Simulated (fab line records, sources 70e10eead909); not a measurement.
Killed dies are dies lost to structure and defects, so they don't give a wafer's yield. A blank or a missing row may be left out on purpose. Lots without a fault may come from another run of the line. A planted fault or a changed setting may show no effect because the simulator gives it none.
Which tool did it? | flow nand_harc | 12 lots, 36 wafers sampled, at 4 steps of a route of 1159

WHAT THE GAUGES READ, wafer by wafer
The record holds no reading of a measuring or inspecting step that can be judged against a usual standard deviation.

WHICH TOOL RAN EACH LOT (tool, then ch and the chambers of the sampled wafers, then the start)
lot  | NHARC_A_SLIT_DEP_23             | NHARC_A_SLIT_ETCH_26             | NHARC_A_WL_FILL_ETCHBACK_17       | NHARC_A_CONTACT_DEP_24
L316 | pecvd-03 ch 0,1, day 15 04:30   | har_etch-02 ch 0,1, day 15 09:28 | rie_metal-01 ch 0,1, day 16 07:27 | pecvd-02 ch 0,2, day 16 20:22
L325 | pecvd-02 ch 0,1,2, day 17 13:37 | har_etch-01 ch 0,1, day 17 16:55 | rie_metal-03 ch 0,1, day 18 16:35 | pecvd-02 ch 0,1, day 19 03:28
L326 | pecvd-03 ch 0,1,2, day 17 21:52 | har_etch-01 ch 0,1, day 18 00:51 | rie_metal-03 ch 0,1, day 19 02:59 | pecvd-02 ch 0,1,2, day 19 17:55
L323 | pecvd-01 ch 0,1,2, day 17 23:14 | har_etch-02 ch 0,1, day 18 02:25 | rie_metal-02 ch 0,1, day 19 02:58 | pecvd-03 ch 0,1,2, day 19 17:53
L327 | pecvd-03 ch 0,1,2, day 18 13:52 | har_etch-02 ch 0,1, day 18 16:59 | rie_metal-02 ch 0,1, day 19 18:28 | pecvd-03 ch 1,2, day 20 05:36
L330 | pecvd-02 ch 0,1,2, day 18 14:07 | har_etch-01 ch 0,1, day 18 17:15 | rie_metal-01 ch 0,1, day 19 21:40 | pecvd-04 ch 0,1,2, day 20 10:44
L328 | pecvd-03 ch 0,2, day 18 14:35   | har_etch-02 ch 0,1, day 18 18:42 | rie_metal-03 ch 0,1, day 19 18:29 | pecvd-02 ch 1,2, day 20 05:29
L329 | pecvd-02 ch 0,1, day 18 15:50   | har_etch-01 ch 0, day 18 18:50   | rie_metal-02 ch 0,1, day 19 22:49 | pecvd-03 ch 0,1,2, day 20 10:35
L331 | pecvd-01 ch 0,2, day 20 03:20   | har_etch-01 ch 0,1, day 20 06:23 | rie_metal-02 ch 0,1, day 21 05:57 | pecvd-02 ch 0,2, day 21 19:09
L334 | pecvd-01 ch 0,2, day 20 03:38   | har_etch-02 ch 0,1, day 20 09:26 | rie_metal-02 ch 0,1, day 21 09:28 | pecvd-03 ch 0,2, day 22 03:40
L332 | pecvd-03 ch 0,1,2, day 20 03:40 | har_etch-01 ch 0,1, day 20 07:58 | rie_metal-03 ch 0,1, day 21 08:41 | pecvd-02 ch 0,2, day 21 23:28
L333 | pecvd-02 ch 0,1,2, day 20 05:16 | har_etch-01 ch 0,1, day 20 09:44 | rie_metal-01 ch 0,1, day 21 10:12 | pecvd-02 ch 0,1, day 22 00:24
- NHARC_A_SLIT_DEP_23: deposits SiON, target thk 100 nm.
- NHARC_A_SLIT_ETCH_26: etches the open film in C4F8/O2/Ar, time 90 s, target depth 400 nm.
- NHARC_A_WL_FILL_ETCHBACK_17: etches the open film in Cl2/BCl3, target depth 4 nm, time 26.7 s.
- NHARC_A_CONTACT_DEP_24: deposits SiO2, target thk 500 nm.

WHAT THE TOOLS THEMSELVES READ (means of the sampled wafers that have a number; where no wafer has one, the mark that the record gives instead)
NHARC_A_SLIT_DEP_23.
lot  | tool     | heater_power_outer_w (W) | heater_power_w (W) | susceptor_temp_C (C)
L316 | pecvd-03 | 413                      | 672                | 400.01
L325 | pecvd-02 | 459                      | 740                | 400.14
L326 | pecvd-03 | 462                      | 773                | 400.13
L323 | pecvd-01 | 420                      | 703                | 400.10
L327 | pecvd-03 | 465                      | 793                | 400.06
L330 | pecvd-02 | 425                      | 687                | 399.97
L328 | pecvd-03 | 415                      | 737                | 400.24
L329 | pecvd-02 | 458                      | 707                | 400.08
L331 | pecvd-01 | 441                      | 718                | 400.06
L334 | pecvd-01 | 453                      | 716                | 400.17
L332 | pecvd-03 | 418                      | 711                | 399.83
L333 | pecvd-02 | 454                      | 719                | 400.17

NHARC_A_SLIT_ETCH_26.
lot  | tool        | drypump_motor_current_A (A) | showerhead_plenum_p_Torr (Torr) | throttle_valve_pct (%)
L316 | har_etch-02 | 6.0                         | 3.74                            | 27.617
L325 | har_etch-01 | 5.3                         | 3.74                            | 27.612
L326 | har_etch-01 | 5.3                         | 3.74                            | 27.623
L323 | har_etch-02 | 6.1                         | 3.72                            | 27.621
L327 | har_etch-02 | 6.1                         | 3.72                            | 27.617
L330 | har_etch-01 | 5.3                         | 3.66                            | 27.620
L328 | har_etch-02 | 6.1                         | 3.72                            | 27.612
L329 | har_etch-01 | 5.4                         | 3.81                            | 27.622
L331 | har_etch-01 | 5.3                         | 3.66                            | 27.621
L334 | har_etch-02 | 6.1                         | 3.71                            | 27.622
L332 | har_etch-01 | 5.3                         | 3.66                            | 27.620
L333 | har_etch-01 | 5.3                         | 3.73                            | 27.625

NHARC_A_WL_FILL_ETCHBACK_17.
lot  | tool         | drypump_motor_current_A (A) | oes_product_au (a.u.)
L316 | rie_metal-01 | 5.59                        | 0.858
L325 | rie_metal-03 | 5.34                        | 1.023
L326 | rie_metal-03 | 5.33                        | 1.019
L323 | rie_metal-02 | 5.70                        | 1.000
L327 | rie_metal-02 | 5.60                        | 0.997
L330 | rie_metal-01 | 5.59                        | 0.993
L328 | rie_metal-03 | 5.33                        | 1.030
L329 | rie_metal-02 | 5.69                        | 0.999
L331 | rie_metal-02 | 5.72                        | 1.005
L334 | rie_metal-02 | 5.60                        | 0.998
L332 | rie_metal-03 | 5.37                        | 1.015
L333 | rie_metal-01 | 5.57                        | 1.005

NHARC_A_CONTACT_DEP_24.
lot  | tool     | heater_power_outer_w (W) | heater_power_w (W) | susceptor_temp_C (C) | throttle_valve_pct (%)
L316 | pecvd-02 | 296                      | 530                | 399.74               | 15.4
L325 | pecvd-02 | 239                      | 446                | 400.15               | 15.5
L326 | pecvd-02 | 344                      | 579                | 399.94               | 15.8
L323 | pecvd-03 | 335                      | 595                | 400.15               | 16.0
L327 | pecvd-03 | 277                      | 555                | 399.89               | 16.1
L330 | pecvd-04 | 281                      | 544                | 400.10               | 15.8
L328 | pecvd-02 | 387                      | 628                | 399.92               | 16.0
L329 | pecvd-03 | 323                      | 583                | 400.15               | 16.1
L331 | pecvd-02 | 367                      | 624                | 399.85               | 15.8
L334 | pecvd-03 | 288                      | 527                | 399.83               | 15.4
L332 | pecvd-02 | 367                      | 636                | 399.79               | 16.0
L333 | pecvd-02 | 299                      | 511                | 400.22               | 15.8

THE ANSWER, worked out from the rows above alone
Rule: what is usual is taken from the lots themselves. Put in order of their means at a reading, lots are off if they are a third of the lots or fewer, leave a main group of 4 or more, and stand apart from it by a gap of 3 or more times the standard deviation of the main group's means; of several such gaps the widest counts. A main group whose means are all the same, to the digits that the tables above print for the reading, isn't used. A lot without any number at a reading at which 4 lots or more have one is off too. The other lots that the step has rows for count as sound. The gauges are gone through in route order, then the tools' own readings, and for those a lot's mean is taken as printed above. The first step at which some lot is off is used, and at that step the reading that is off furthest; a lot without a number counts as furthest.
Off: L316, at NHARC_A_WL_FILL_ETCHBACK_17 (oes_product_au). The main group: mean 1.008 a.u., standard deviation 0.012.
A tool fits if, at that step or a process step before it, it ran every lot that is off, and no sound lot after the first of them. None of those tried fits.

WHAT THE SIMULATOR HAD PUT IN
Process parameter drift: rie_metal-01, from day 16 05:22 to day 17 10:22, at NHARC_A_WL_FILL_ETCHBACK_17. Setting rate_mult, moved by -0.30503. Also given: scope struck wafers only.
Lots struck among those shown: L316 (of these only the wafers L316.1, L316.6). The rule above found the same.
